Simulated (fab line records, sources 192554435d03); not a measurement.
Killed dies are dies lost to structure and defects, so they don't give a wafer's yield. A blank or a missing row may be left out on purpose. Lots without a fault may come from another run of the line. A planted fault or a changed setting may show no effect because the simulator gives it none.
Split-lot experiment | flow n5_finfet | 7 lots, 21 wafers read, on a route of 1938 steps

THE SPLIT
At N5_BEOL_M0_SAQP_COAT_105 (time 60 s, resist thk 100 nm), the setting spin_rpm was moved away from the recipe's 1500 rpm on 6 of the 21 wafers read, by -8.3% to +9.9%. The other wafers ran this setting at the recipe's value.

FROM THE SPLIT TO THE READING: what the file shows between them, 1 step
- N5_BEOL_M0_SAQP_ETCH_106: etches SOC in N2/H2, stops on SiNx, target depth 150 nm

THE READING
SOC_of_BEOL_M0_SAQP_COAT_105.thk_nm (the simulator's own value, which no gauge read), in nm, at N5_BEOL_M0_SAQP_ETCH_107 (etches SiNx in CH3F/O2, target depth 30 nm). The file gives no usual value for it. The 15 wafers here that ran the recipe average 14.1 nm, standard deviation 1.6 nm.

wafer  | tool, chamber at the split | spin_rpm as run, rpm | against the recipe | SOC_of_BEOL_M0_SAQP_COAT_105.thk_nm, nm | against lot-mates on the recipe
L075.1 | litho_track-05, 0          | 1648                 | +9.9%              | 8.4                                     | -7.0
L075.3 | litho_track-05, 0          | 1500                 | recipe             | 14.6                                    | -
L075.6 | litho_track-05, 0          | 1500                 | recipe             | 16.2                                    | -
L076.2 | litho_track-02, 0          | 1500                 | recipe             | 13.8                                    | -
L076.3 | litho_track-02, 0          | 1421                 | -5.3%              | 15.6                                    | +2.3
L076.6 | litho_track-02, 0          | 1500                 | recipe             | 12.8                                    | -
L079.2 | litho_track-05, 0          | 1500                 | recipe             | 12.2                                    | -
L079.3 | litho_track-05, 0          | 1500                 | recipe             | 16.4                                    | -
L079.4 | litho_track-05, 0          | 1500                 | recipe             | 14.6                                    | -
L083.1 | litho_track-05, 0          | 1500                 | recipe             | 14.2                                    | -
L083.3 | litho_track-05, 0          | 1500                 | recipe             | 13.4                                    | -
L083.5 | litho_track-05, 0          | 1500                 | recipe             | 13                                      | -
L091.3 | litho_track-05, 0          | 1500                 | recipe             | 14                                      | -
L091.4 | litho_track-05, 0          | 1500                 | recipe             | 16                                      | -
L091.5 | litho_track-05, 0          | 1500                 | recipe             | 13                                      | -
L092.4 | litho_track-03, 0          | 1376                 | -8.3%              | 18.2                                    | +7.8
L092.5 | litho_track-03, 0          | 1376                 | -8.3%              | 19.2                                    | +8.8
L092.6 | litho_track-03, 0          | 1500                 | recipe             | 10.4                                    | -
L094.2 | litho_track-03, 0          | 1600                 | +6.7%              | 11.6                                    | -4.6
L094.3 | litho_track-03, 0          | 1500                 | recipe             | 16.2                                    | -
L094.4 | litho_track-03, 0          | 1600                 | +6.7%              | 13                                      | -3.2

THE FIT
A straight line over all 21 wafers: SOC_of_BEOL_M0_SAQP_COAT_105.thk_nm changes by -0.469 nm for each +1% of spin_rpm; r = -0.78; the points scatter about the line by 1.6 nm.
The same after taking each lot's own level away (the mean of its wafers on the recipe; 21 wafers): -0.772 nm for each +1%; r = -0.93; scatter 1.3 nm.
On that fit, the largest move of spin_rpm shifts the reading by 7.6 nm.
The lots' own levels span 10.40 to 16.20 nm, that is 3.5 times the standard deviation above.
So the lot-to-lot level blurs the effect unless lot-mates are compared.
Check: with one of the wafers moved furthest among these (+9.9%) left out of the fit, the line predicts -7.55 nm for it against its lot-mates. It came out at -7 nm against them.

OTHER SPLITS ON THESE WAFERS
These wafers also went through other splits before the reading. Each is held against what the fit with the lots' levels taken away leaves over:
other split on the same wafers         | wafers away from the commonest value | r with SOC_of_BEOL_M0_SAQP_COAT_105.thk_nm (lot level and that fit taken away)
N5_DUMMY_GATE_ETCH_32 time_s           | 8                                    | -0.13
N5_SD_EPI_P_COAT_34 spin_rpm           | 9                                    | -0.14
N5_SDB_EXPOSE_08 dose_mj               | 6                                    | +0.24
N5_MOL_CONTACT_COAG_ALD_133 ald_cycles | 6                                    | +0.39

THE WHOLE CHAIN: every reading that the file lists as answering this split, in the file's order
step                     | what it does                                            | reading                                                                              | change (the file's fit)               | r (the file's)
N5_BEOL_M0_SAQP_COAT_105 | time 60 s, resist thk 100 nm                            | SOC_of_BEOL_M0_SAQP_COAT_105.thk_nm (the simulator's own value, which no gauge read) | -0.498 nm for each +1% of the setting | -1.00
N5_BEOL_M0_SAQP_ETCH_106 | etches SOC in N2/H2, stops on SiNx, target depth 150 nm | SOC_of_BEOL_M0_SAQP_COAT_105.thk_nm (the simulator's own value, which no gauge read) | -0.73 nm for each +1% of the setting  | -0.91
N5_BEOL_M0_SAQP_ETCH_107 | etches SiNx in CH3F/O2, target depth 30 nm              | SOC_of_BEOL_M0_SAQP_COAT_105.thk_nm (the simulator's own value, which no gauge read) | -0.739 nm for each +1% of the setting | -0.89

THE FILE'S OWN FIT
SOC_of_BEOL_M0_SAQP_COAT_105.thk_nm changes by -0.739 nm for each +1% of spin_rpm, r = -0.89.
